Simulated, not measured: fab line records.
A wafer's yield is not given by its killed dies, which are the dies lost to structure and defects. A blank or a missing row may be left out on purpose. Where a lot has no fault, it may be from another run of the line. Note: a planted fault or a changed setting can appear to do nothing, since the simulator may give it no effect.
Chamber matching	flow nand_harc	3 sister chambers for NHARC_A_M0_PRE_CLEAN_31 on pecvd-01
The step time 12 s. 14 wafers are shown with their chamber, then 7 later ones without.

## WAFERS PAIRED WITH THEIR CHAMBERS
wafer	chamber	heater_power_w (W)
L078.1	2	815
L078.2	1	707
L078.3	0	739
L081.1	0	659
L081.2	1	713
L081.6	1	733
L082.1	1	695
L082.5	1	716
L082.6	2	802
L084.3	0	748
L084.5	2	711
L084.6	1	650
L088.1	0	658
L088.3	1	699

SIGNATURES (averages over the wafers above)
reading	chamber 0	chamber 1	chamber 2	scatter within a chamber
heater_power_w	701.00	701.86	776.00	40.2
Rule: for a wafer and a chamber, the distance is found by dividing, reading by reading, the gap between the wafer's reading and the chamber's mean by the reading's scatter, squaring, summing and taking the root. The wafer belongs to the nearest chamber; if the next one is less than 2 further off, it can't be placed. The scatter is the square root of a quotient: the sum, over the shown wafers, of each reading's squared deviation from its chamber's mean, divided by wafers minus chambers.

## WAFERS MISSING THEIR CHAMBER
wafer	heater_power_w (W)
L088.4	718
L090.1	683
L090.3	693
L090.4	693
L096.1	817
L096.3	683
L096.4	725

## WHICH CHAMBER EACH ONE RAN IN
wafer	from the rows above	in truth
L088.4	can't be placed: 1 or 0 or 2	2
L090.1	can't be placed: 0 or 1 or 2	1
L090.3	can't be placed: 0 or 1 or 2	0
L090.4	can't be placed: 0 or 1 or 2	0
L096.1	can't be placed: 2 or 1 or 0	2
L096.3	can't be placed: 0 or 1 or 2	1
L096.4	can't be placed: 1 or 0 or 2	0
Correct placement for 0 of the 7. Unplaceable from these rows: 7, with the true chamber sitting among the candidates in 7. Wrongly placed: 0.
